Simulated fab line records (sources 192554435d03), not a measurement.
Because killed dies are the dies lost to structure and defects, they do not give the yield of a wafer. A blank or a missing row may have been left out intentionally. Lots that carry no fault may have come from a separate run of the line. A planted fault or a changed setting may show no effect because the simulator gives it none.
Which of the tools did it? || flow n5-finfet || 11 lots with 33 wafers sampled at 4 steps, on a route of 1938 steps

WHAT THE GAUGES READ, wafer by wafer
N5_BEOL_M15_INSPECT_55: inspects for defects (darkfield).
{"lot": "L104", "measured": "day 11 18:26", "on": "defect-inspect-02", "raw-defect-count": "46 45 65"}
{"lot": "L106", "measured": "day 12 02:49", "on": "defect-inspect-02", "raw-defect-count": "45 55 78"}
{"lot": "L110", "measured": "day 13 15:44", "on": "defect-inspect-01", "raw-defect-count": "59 41 36"}
{"lot": "L119", "measured": "day 15 17:32", "on": "defect-inspect-02", "raw-defect-count": "65 73 46"}
{"lot": "L120", "measured": "day 15 19:01", "on": "defect-inspect-01", "raw-defect-count": "98 90 123"}
{"lot": "L118", "measured": "day 16 05:08", "on": "defect-inspect-01", "raw-defect-count": "59 59 47"}
{"lot": "L121", "measured": "day 16 05:11", "on": "defect-inspect-02", "raw-defect-count": "80 77 48"}
{"lot": "L122", "measured": "day 16 23:05", "on": "defect-inspect-02", "raw-defect-count": "112 59 62"}
{"lot": "L125", "measured": "day 17 20:08", "on": "defect-inspect-01", "raw-defect-count": "74 73 39"}
{"lot": "L124", "measured": "day 18 01:34", "on": "defect-inspect-02", "raw-defect-count": "58 108 74"}
{"lot": "L126", "measured": "day 18 08:48", "on": "defect-inspect-02", "raw-defect-count": "62 90 84"}

TOOL THAT RAN EACH LOT (tool first, then ch and the chambers of the sampled wafers, then the start)
{"lot": "L104", "N5_BEOL_M15_TRENCH_ETCH_34": "rie-diel-05 ch 0,1,3, day 11 15:32", "N5_BEOL_M15_SPUTTER_43": "pvd-sputter-02, day 11 17:08", "N5_BEOL_M15_CMP_49": "cmp-01 ch 0,1,2, day 11 17:58"}
{"lot": "L106", "N5_BEOL_M15_TRENCH_ETCH_34": "rie-diel-01 ch 0,1,3, day 11 23:13", "N5_BEOL_M15_SPUTTER_43": "pvd-sputter-02, day 12 01:32", "N5_BEOL_M15_CMP_49": "cmp-02 ch 0,2,3, day 12 02:26"}
{"lot": "L110", "N5_BEOL_M15_TRENCH_ETCH_34": "rie-diel-01 ch 1,3, day 13 12:40", "N5_BEOL_M15_SPUTTER_43": "pvd-sputter-02, day 13 14:27", "N5_BEOL_M15_CMP_49": "cmp-03 ch 2,3, day 13 15:19"}
{"lot": "L119", "N5_BEOL_M15_TRENCH_ETCH_34": "rie-diel-05 ch 0,1,2, day 15 13:59", "N5_BEOL_M15_SPUTTER_43": "pvd-sputter-01, day 15 16:16", "N5_BEOL_M15_CMP_49": "cmp-02 ch 0,2, day 15 17:07"}
{"lot": "L120", "N5_BEOL_M15_TRENCH_ETCH_34": "rie-diel-02 ch 0,2,3, day 15 14:26", "N5_BEOL_M15_SPUTTER_43": "pvd-sputter-03, day 15 17:42", "N5_BEOL_M15_CMP_49": "cmp-03 ch 1,3, day 15 18:34"}
{"lot": "L118", "N5_BEOL_M15_TRENCH_ETCH_34": "rie-diel-02 ch 1,3, day 16 01:04", "N5_BEOL_M15_SPUTTER_43": "pvd-sputter-03, day 16 03:53", "N5_BEOL_M15_CMP_49": "cmp-03 ch 1,2, day 16 04:41"}
{"lot": "L121", "N5_BEOL_M15_TRENCH_ETCH_34": "rie-diel-05 ch 0,1,3, day 16 01:22", "N5_BEOL_M15_SPUTTER_43": "pvd-sputter-01, day 16 03:55", "N5_BEOL_M15_CMP_49": "cmp-02 ch 1,2,3, day 16 04:44"}
{"lot": "L122", "N5_BEOL_M15_TRENCH_ETCH_34": "rie-diel-01 ch 0,3, day 16 19:17", "N5_BEOL_M15_SPUTTER_43": "pvd-sputter-02, day 16 21:17", "N5_BEOL_M15_CMP_49": "cmp-02 ch 0,2,3, day 16 22:46"}
{"lot": "L125", "N5_BEOL_M15_TRENCH_ETCH_34": "rie-diel-02 ch 0,2, day 17 15:19", "N5_BEOL_M15_SPUTTER_43": "pvd-sputter-03, day 17 16:35", "N5_BEOL_M15_CMP_49": "cmp-02 ch 1,2,3, day 17 19:41"}
{"lot": "L124", "N5_BEOL_M15_TRENCH_ETCH_34": "rie-diel-02 ch 1,2, day 17 19:31", "N5_BEOL_M15_SPUTTER_43": "pvd-sputter-02, day 18 00:08", "N5_BEOL_M15_CMP_49": "cmp-01 ch 1,2,3, day 18 01:07"}
{"lot": "L126", "N5_BEOL_M15_TRENCH_ETCH_34": "rie-diel-05 ch 1,2, day 18 04:32", "N5_BEOL_M15_SPUTTER_43": "pvd-sputter-02, day 18 07:32", "N5_BEOL_M15_CMP_49": "cmp-01 ch 0,2, day 18 08:23"}
- N5_BEOL_M15_TRENCH_ETCH_34: etches SiO2 in C4F8/O2/Ar, target depth 872.93 nm, time 199 s.
- N5_BEOL_M15_SPUTTER_43: material TaN, target thk 15 nm, time 24.19 s.
- N5_BEOL_M15_CMP_49: polishes, stops on SiO2, t overpolish 4.9 s, target thk 850 nm.

WHAT THE TOOLS THEMSELVES READ (means of the sampled wafers that have a number; where no wafer has one, the mark that the record gives instead)
N5_BEOL_M15_TRENCH_ETCH_34.
{"lot": "L104", "tool": "rie-diel-05", "drypump-motor-current-A (A)": 6.0, "oes-product-au (a.u.)": 0.79, "rf-vpp-V (V)": 2222, "showerhead-plenum-p-Torr (Torr)": 3.50, "throttle-valve-pct (%)": 30.85}
{"lot": "L106", "tool": "rie-diel-01", "drypump-motor-current-A (A)": 6.0, "oes-product-au (a.u.)": 0.89, "rf-vpp-V (V)": 2224, "showerhead-plenum-p-Torr (Torr)": 3.40, "throttle-valve-pct (%)": 30.76}
{"lot": "L110", "tool": "rie-diel-01", "drypump-motor-current-A (A)": 5.9, "oes-product-au (a.u.)": 0.86, "rf-vpp-V (V)": 2211, "showerhead-plenum-p-Torr (Torr)": 3.35, "throttle-valve-pct (%)": 30.84}
{"lot": "L119", "tool": "rie-diel-05", "drypump-motor-current-A (A)": 5.8, "oes-product-au (a.u.)": 0.80, "rf-vpp-V (V)": 2224, "showerhead-plenum-p-Torr (Torr)": 3.46, "throttle-valve-pct (%)": 30.88}
{"lot": "L120", "tool": "rie-diel-02", "drypump-motor-current-A (A)": 5.8, "oes-product-au (a.u.)": 0.77, "rf-vpp-V (V)": 2217, "showerhead-plenum-p-Torr (Torr)": 3.45, "throttle-valve-pct (%)": 30.90}
{"lot": "L118", "tool": "rie-diel-02", "drypump-motor-current-A (A)": 6.2, "oes-product-au (a.u.)": 0.70, "rf-vpp-V (V)": 2226, "showerhead-plenum-p-Torr (Torr)": 3.40, "throttle-valve-pct (%)": 31.06}
{"lot": "L121", "tool": "rie-diel-05", "drypump-motor-current-A (A)": 6.0, "oes-product-au (a.u.)": 0.85, "rf-vpp-V (V)": 2221, "showerhead-plenum-p-Torr (Torr)": 3.49, "throttle-valve-pct (%)": 30.81}
{"lot": "L122", "tool": "rie-diel-01", "drypump-motor-current-A (A)": 6.0, "oes-product-au (a.u.)": 0.78, "rf-vpp-V (V)": 2231, "showerhead-plenum-p-Torr (Torr)": 3.36, "throttle-valve-pct (%)": 30.95}
{"lot": "L125", "tool": "rie-diel-02", "drypump-motor-current-A (A)": 5.8, "oes-product-au (a.u.)": 0.77, "rf-vpp-V (V)": 2209, "showerhead-plenum-p-Torr (Torr)": 3.45, "throttle-valve-pct (%)": 31.01}
{"lot": "L124", "tool": "rie-diel-02", "drypump-motor-current-A (A)": 6.4, "oes-product-au (a.u.)": 0.75, "rf-vpp-V (V)": 2224, "showerhead-plenum-p-Torr (Torr)": 3.41, "throttle-valve-pct (%)": 31.20}
{"lot": "L126", "tool": "rie-diel-05", "drypump-motor-current-A (A)": 5.6, "oes-product-au (a.u.)": 0.77, "rf-vpp-V (V)": 2237, "showerhead-plenum-p-Torr (Torr)": 3.45, "throttle-valve-pct (%)": 30.80}

N5_BEOL_M15_SPUTTER_43.
{"lot": "L104", "tool": "pvd-sputter-02", "cathode-dc-power-W (W)": 15000, "throttle-valve-pct (%)": 29.5}
{"lot": "L106", "tool": "pvd-sputter-02", "cathode-dc-power-W (W)": 16260, "throttle-valve-pct (%)": 32.4}
{"lot": "L110", "tool": "pvd-sputter-02", "cathode-dc-power-W (W)": 17524, "throttle-valve-pct (%)": 30.3}
{"lot": "L119", "tool": "pvd-sputter-01", "cathode-dc-power-W (W)": 14998, "throttle-valve-pct (%)": 30.2}
{"lot": "L120", "tool": "pvd-sputter-03", "cathode-dc-power-W (W)": 15001, "throttle-valve-pct (%)": 30.5}
{"lot": "L118", "tool": "pvd-sputter-03", "cathode-dc-power-W (W)": 15002, "throttle-valve-pct (%)": 29.7}
{"lot": "L121", "tool": "pvd-sputter-01", "cathode-dc-power-W (W)": 14999, "throttle-valve-pct (%)": 30.2}
{"lot": "L122", "tool": "pvd-sputter-02", "cathode-dc-power-W (W)": 14999, "throttle-valve-pct (%)": 29.5}
{"lot": "L125", "tool": "pvd-sputter-03", "cathode-dc-power-W (W)": 15000, "throttle-valve-pct (%)": 30.0}
{"lot": "L124", "tool": "pvd-sputter-02", "cathode-dc-power-W (W)": 15000, "throttle-valve-pct (%)": 29.6}
{"lot": "L126", "tool": "pvd-sputter-02", "cathode-dc-power-W (W)": 15000, "throttle-valve-pct (%)": 30.9}

N5_BEOL_M15_CMP_49.
{"lot": "L104", "tool": "cmp-01", "barrier-field-endpoint-s (s)": 11.09, "motor-current-A (A)": 8.7}
{"lot": "L106", "tool": "cmp-02", "barrier-field-endpoint-s (s)": 11.92, "motor-current-A (A)": 7.9}
{"lot": "L110", "tool": "cmp-03", "barrier-field-endpoint-s (s)": 12.31, "motor-current-A (A)": 8.1}
{"lot": "L119", "tool": "cmp-02", "barrier-field-endpoint-s (s)": 11.57, "motor-current-A (A)": 7.8}
{"lot": "L120", "tool": "cmp-03", "barrier-field-endpoint-s (s)": 11.07, "motor-current-A (A)": 7.8}
{"lot": "L118", "tool": "cmp-03", "barrier-field-endpoint-s (s)": 11.35, "motor-current-A (A)": 8.0}
{"lot": "L121", "tool": "cmp-02", "barrier-field-endpoint-s (s)": 11.26, "motor-current-A (A)": 7.6}
{"lot": "L122", "tool": "cmp-02", "barrier-field-endpoint-s (s)": 10.91, "motor-current-A (A)": 8.2}
{"lot": "L125", "tool": "cmp-02", "barrier-field-endpoint-s (s)": 11.25, "motor-current-A (A)": 7.5}
{"lot": "L124", "tool": "cmp-01", "barrier-field-endpoint-s (s)": 11.86, "motor-current-A (A)": 8.0}
{"lot": "L126", "tool": "cmp-01", "barrier-field-endpoint-s (s)": 11.27, "motor-current-A (A)": 8.7}

THE ANSWER, worked out from the rows above alone
Rule: the usual values come from the lots themselves. Put in order of their means at a reading, lots are off if they are a third of the lots or fewer, leave a main group of 4 or more, and stand apart from it by a gap of 3 or more times the standard deviation of the main group's means; of several such gaps the widest counts. A main group is skipped when, at the precision printed for the reading in the tables above, its means are all equal. A lot without any number at a reading at which 4 lots or more have one is off too. Where the step has rows for the other lots, those lots are counted as sound. Order of review: gauges by route order, followed by the tools' own readings, for which a lot's mean as printed above is used. The first step at which some lot is off is used, and at that step the reading that is off furthest; a lot without a number counts as furthest.
Off, at N5_BEOL_M15_SPUTTER_43 on cathode-dc-power-W: L106, L110. Mean 15000 W and standard deviation 1.1 in the main group.
If a tool, at that step or one of the process steps before it, ran each lot that is off and ran no sound lot following the first of them, it fits. Not one of the candidates tried fits.

WHAT THE SIMULATOR HAD INSERTED
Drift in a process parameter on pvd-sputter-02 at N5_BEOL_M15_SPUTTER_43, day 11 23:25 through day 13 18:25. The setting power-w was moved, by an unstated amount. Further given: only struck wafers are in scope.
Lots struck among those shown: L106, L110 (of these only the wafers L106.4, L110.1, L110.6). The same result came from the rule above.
